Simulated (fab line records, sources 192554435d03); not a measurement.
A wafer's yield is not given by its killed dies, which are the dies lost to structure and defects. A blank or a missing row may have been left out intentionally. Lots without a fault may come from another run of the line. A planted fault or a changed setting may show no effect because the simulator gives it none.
Lot-split experiment	flow n5 finfet	21 wafers read from 7 lots, route of 1938 steps

## SPLIT DETAILS
At N5_BEOL_M3_TRENCH_ETCH_37 (etches SiOC in C4F6/O2, target depth 55.555 nm, time 29.2 s), the setting time s was moved away from the recipe's 29.2 s on 3 of the 21 wafers read, by -19.7% to -13.5%. The other wafers ran this setting at the recipe's value.

## FROM THE SPLIT TO THE READING: what the file shows between them, 2 steps
- N5_BEOL_M3_ETCH_41: etches SiCN in CH3F/O2, target depth 29.9 nm, time 52.5 s
- N5_BEOL_M3_STRIP_97: strips in N2/H2, time 10 s

## THE READING
trench depth nm, in nm, at N5_BEOL_M3_OCD_MEAS_38. Fault-free wafers of this fab line usually give 55.4 nm, standard deviation 1.2 nm.

wafer	tool, chamber at the split	time s as run, s	against the recipe	trench depth nm, nm	against lot-mates on the recipe
L075.3	rie diel-04, 1	29.2	recipe	54.7	-
L075.5	rie diel-04, 0	29.2	recipe	55.7	-
L075.6	rie diel-04, 3	29.2	recipe	55.3	-
L080.1	rie diel-03, 3	23.45	-19.7%	46.5	-9.3
L080.2	rie diel-03, 0	29.2	recipe	55.8	-
L080.4	rie diel-03, 1	23.45	-19.7%	44.0	-11.8
L081.1	rie diel-03, 0	29.2	recipe	54.7	-
L081.4	rie diel-03, 1	29.2	recipe	54.3	-
L081.6	rie diel-03, 2	29.2	recipe	53.9	-
L087.1	rie diel-04, 0	25.26	-13.5%	47.4	-8.6
L087.3	rie diel-04, 1	29.2	recipe	55.2	-
L087.4	rie diel-04, 2	29.2	recipe	56.9	-
L089.2	rie diel-01, 1	29.2	recipe	54.7	-
L089.4	rie diel-01, 3	29.2	recipe	57.3	-
L089.5	rie diel-01, 2	29.2	recipe	53.9	-
L090.1	rie diel-04, 2	29.2	recipe	56.5	-
L090.2	rie diel-04, 0	29.2	recipe	54.9	-
L090.5	rie diel-04, 1	29.2	recipe	54.5	-
L094.1	rie diel-01, 0	29.2	recipe	55.6	-
L094.5	rie diel-01, 1	29.2	recipe	54.6	-
L094.6	rie diel-01, 2	29.2	recipe	53.5	-

FIT RESULTS
A straight line over all 21 wafers: trench depth nm changes by +0.513 nm for each +1% of time s; r = +0.95; the points scatter about the line by 1.1 nm.
The same after taking each lot's own level away (the mean of its wafers on the recipe; 21 wafers): +0.555 nm for each +1%; r = +0.97; scatter 0.97 nm.
The reading moves by 11 nm for the largest change in time s, on that fit.
Across the lots, their own levels run from 54.30 to 56.05 nm, a range of 1.5 times the standard deviation given above.
Hence the lot-to-lot level has little effect on the slope; both slopes agree.
Check: for one of the wafers moved furthest among these (-19.7%), held out of the fit, the line's prediction against its lot-mates is -12.1 nm. Against them it came out at -9.3 nm.

## OTHER SPLITS APPLIED TO THESE WAFERS
These wafers also went through other splits before the reading. Each is held against what the fit with the lots' levels taken away leaves over:
other split on the same wafers	wafers away from the commonest value	r with trench depth nm (lot level and that fit taken away)
N5_BEOL_M1_EXPOSE_08 dose mj	4	-0.15
N5_BEOL_M3_COAT_05 spin rpm	5	-0.50

## THE WHOLE CHAIN: every reading that the file lists as answering this split, in the file's order
step	what it does	reading	change (the file's fit)	r (the file's)
N5_BEOL_M3_TRENCH_ETCH_37	etches SiOC in C4F6/O2, target depth 55.555 nm, time 29.2 s	etch.depth nm (the simulator's own value, which no gauge read)	+0.535 nm for each +1% of the setting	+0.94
N5_BEOL_M3_TRENCH_ETCH_37	etches SiOC in C4F6/O2, target depth 55.555 nm, time 29.2 s	BEOL_M3.feature depth nm (the simulator's own value, which no gauge read)	+0.53 nm for each +1% of the setting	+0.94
N5_BEOL_M3_OCD_MEAS_38		trench depth nm	+0.568 nm for each +1% of the setting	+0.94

## THE FILE'S OWN FIT
trench depth nm changes by +0.568 nm for each +1% of time s, r = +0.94.
